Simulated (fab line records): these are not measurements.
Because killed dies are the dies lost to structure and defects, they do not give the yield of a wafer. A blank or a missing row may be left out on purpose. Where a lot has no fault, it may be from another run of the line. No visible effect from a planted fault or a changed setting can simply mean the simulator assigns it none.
Chamber matching    flow nand-harc    NHARC_A_M0_PRE_CLEAN_31 on pecvd-02 has 3 sister chambers
The step time 12 s. 3 wafers are shown with their chamber, then 8 later ones without.

== EACH WAFER AND ITS CHAMBER ==
wafer   chamber  heater-power-w (W)
L079.1  1        677
L079.2  0        729
L086.1  2        467

== WAFERS WITHOUT THEIR CHAMBER ==
wafer   heater-power-w (W)
L086.2  773
L086.4  457
L086.3  704
L086.5  687
L086.6  744
L087.2  775
L087.3  673
L087.4  507

== THE CHAMBER EACH PASSED THROUGH ==
wafer   from the rows above      in truth
L086.2  can't be placed: 0 or 1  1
L086.4  2                        2
L086.3  can't be placed: 0 or 1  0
L086.5  can't be placed: 1 or 0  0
L086.6  can't be placed: 0 or 1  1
L087.2  can't be placed: 0 or 1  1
L087.3  can't be placed: 1 or 0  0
L087.4  2                        2
2 of 8 placed correctly. These rows do not allow placing 6 (true chamber among the candidates in 6). Placed wrongly: 0.
How it was worked out, from the rows above alone: a wafer's distance from a chamber is the root of the sum, over the readings, of the square of ((its reading less the chamber's mean) divided by the reading's scatter). The wafer belongs to the nearest chamber; if the next one is less than 2 further off, it can't be placed. A chamber's mean is the mean of its shown wafers. The scatter: with one shown wafer a chamber, the root of the mean of the squares of how far each hidden wafer lies from its nearest shown one.
